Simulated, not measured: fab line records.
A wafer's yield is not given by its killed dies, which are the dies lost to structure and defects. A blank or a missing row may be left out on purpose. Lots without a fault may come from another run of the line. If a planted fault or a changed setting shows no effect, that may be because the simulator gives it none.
Matching of chambers + flow n5 finfet + 4 sister chambers for N5_DUMMY_GATE_ALD_02 on ald sin-04
The step deposits SiO2, target thk 2 nm, pulse time 1 s. 14 wafers are shown with their chamber, then 7 later ones without.

== WAFERS, EACH WITH ITS CHAMBER ==
| wafer  | chamber | heater power w (W) | precursor pulse height rel |
|--------|---------|--------------------|----------------------------|
| L077.2 | 3       | 482                | 1.019                      |
| L077.3 | 2       | 453                | 1.000                      |
| L077.5 | 0       | 511                | 0.976                      |
| L078.1 | 0       | 513                | 0.977                      |
| L078.2 | 2       | 458                | 0.964                      |
| L078.3 | 3       | 482                | 0.999                      |
| L079.1 | 3       | 487                | 1.010                      |
| L079.2 | 2       | 452                | 0.985                      |
| L079.3 | 1       | 441                | 0.994                      |
| L079.4 | 0       | 511                | 0.973                      |
| L079.5 | 2       | 456                | 0.999                      |
| L079.6 | 3       | 483                | 0.986                      |
| L084.1 | 3       | 467                | 1.010                      |
| L084.2 | 1       | 423                | 1.014                      |

SIGNATURES (averages over the wafers above)
| reading                    | chamber 0 | chamber 1 | chamber 2 | chamber 3 | scatter within a chamber |
|----------------------------|-----------|-----------|-----------|-----------|--------------------------|
| heater power w             | 511.67    | 432.00    | 454.75    | 480.20    | 6.5                      |
| precursor pulse height rel | 0.97533   | 1.00400   | 0.98700   | 1.00480   | 0.013                    |
Rule: for a wafer and a chamber, the distance is found by dividing, reading by reading, the gap between the wafer's reading and the chamber's mean by the reading's scatter, squaring, summing and taking the root. The wafer belongs to the nearest chamber; if the next one is less than 2 further off, it can't be placed. The scatter: the root of (the sum of the squares of (reading less its chamber's mean) over the shown wafers, divided by (wafers less chambers)).

== WAFERS WITHOUT THEIR CHAMBER ==
| wafer  | heater power w (W) | precursor pulse height rel |
|--------|--------------------|----------------------------|
| L084.4 | 518                | 0.985                      |
| L087.2 | 422                | 1.001                      |
| L087.4 | 534                | 1.018                      |
| L087.5 | 450                | 1.016                      |
| L090.1 | 535                | 0.969                      |
| L090.4 | 478                | 0.998                      |
| L090.5 | 488                | 1.012                      |

== THE CHAMBER EACH PASSED THROUGH ==
| wafer  | from the rows above     | in truth |
|--------|-------------------------|----------|
| L084.4 | 0                       | 0        |
| L087.2 | 1                       | 1        |
| L087.4 | 0                       | 0        |
| L087.5 | can't be placed: 2 or 1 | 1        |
| L090.1 | 0                       | 0        |
| L090.4 | 3                       | 3        |
| L090.5 | 3                       | 3        |
Correctly placed: 6 of 7. Cannot be placed on the basis of these rows: 1; the candidates contain the true chamber in 1. Wrongly placed: 0.
